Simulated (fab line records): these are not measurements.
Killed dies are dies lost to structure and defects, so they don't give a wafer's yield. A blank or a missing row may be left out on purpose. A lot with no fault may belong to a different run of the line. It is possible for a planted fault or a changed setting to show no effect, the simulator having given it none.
Chamber matching || flow n5-finfet || ald-metal-02 running N5_BEOL_M11_ALD_74: 4 sister chambers
The step deposits TaN, target thk 2 nm, pulse time 2 s, purge time 3 s. 4 wafers are shown with their chamber, then 12 later ones without.

== WAFERS WITH THEIR CHAMBER ==
{"wafer": "L088.1", "chamber": 0, "heater-power-w (W)": 485}
{"wafer": "L088.6", "chamber": 1, "heater-power-w (W)": 378}
{"wafer": "L089.4", "chamber": 2, "heater-power-w (W)": 372}
{"wafer": "L089.6", "chamber": 3, "heater-power-w (W)": 426}

== WAFERS WITH NO CHAMBER GIVEN ==
{"wafer": "L090.2", "heater-power-w (W)": 423}
{"wafer": "L090.4", "heater-power-w (W)": 376}
{"wafer": "L090.6", "heater-power-w (W)": 488}
{"wafer": "L096.1", "heater-power-w (W)": 429}
{"wafer": "L096.2", "heater-power-w (W)": 491}
{"wafer": "L096.3", "heater-power-w (W)": 375}
{"wafer": "L096.4", "heater-power-w (W)": 365}
{"wafer": "L096.5", "heater-power-w (W)": 378}
{"wafer": "L096.6", "heater-power-w (W)": 492}
{"wafer": "L095.2", "heater-power-w (W)": 380}
{"wafer": "L095.3", "heater-power-w (W)": 368}
{"wafer": "L095.5", "heater-power-w (W)": 385}

== WHICH CHAMBER EACH WENT THROUGH ==
{"wafer": "L090.2", "from the rows above": 3, "in truth": 3}
{"wafer": "L090.4", "from the rows above": "can't be placed: 1 or 2", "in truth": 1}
{"wafer": "L090.6", "from the rows above": 0, "in truth": 0}
{"wafer": "L096.1", "from the rows above": 3, "in truth": 3}
{"wafer": "L096.2", "from the rows above": 0, "in truth": 0}
{"wafer": "L096.3", "from the rows above": "can't be placed: 1 or 2", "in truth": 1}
{"wafer": "L096.4", "from the rows above": "can't be placed: 2 or 1", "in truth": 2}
{"wafer": "L096.5", "from the rows above": "can't be placed: 1 or 2", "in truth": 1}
{"wafer": "L096.6", "from the rows above": 0, "in truth": 0}
{"wafer": "L095.2", "from the rows above": "can't be placed: 1 or 2", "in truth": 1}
{"wafer": "L095.3", "from the rows above": "can't be placed: 2 or 1", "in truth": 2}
{"wafer": "L095.5", "from the rows above": "can't be placed: 1 or 2", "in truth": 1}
Placed correctly: 5 of 12. Not placeable from these rows: 7 (in 7, the candidates include the true chamber). Wrongly placed: 0.
How it was worked out, from the rows above alone: a wafer's distance from a chamber is the root of the sum, over the readings, of the square of ((its reading less the chamber's mean) divided by the reading's scatter). If the next closest chamber is less than 2 further off than the closest, the wafer can't be placed; otherwise it belongs to the closest. The mean given for a chamber averages the wafers shown for that chamber. The scatter (one wafer shown for each chamber): square how far every hidden wafer sits from the nearest shown wafer, average those squares and take the square root.
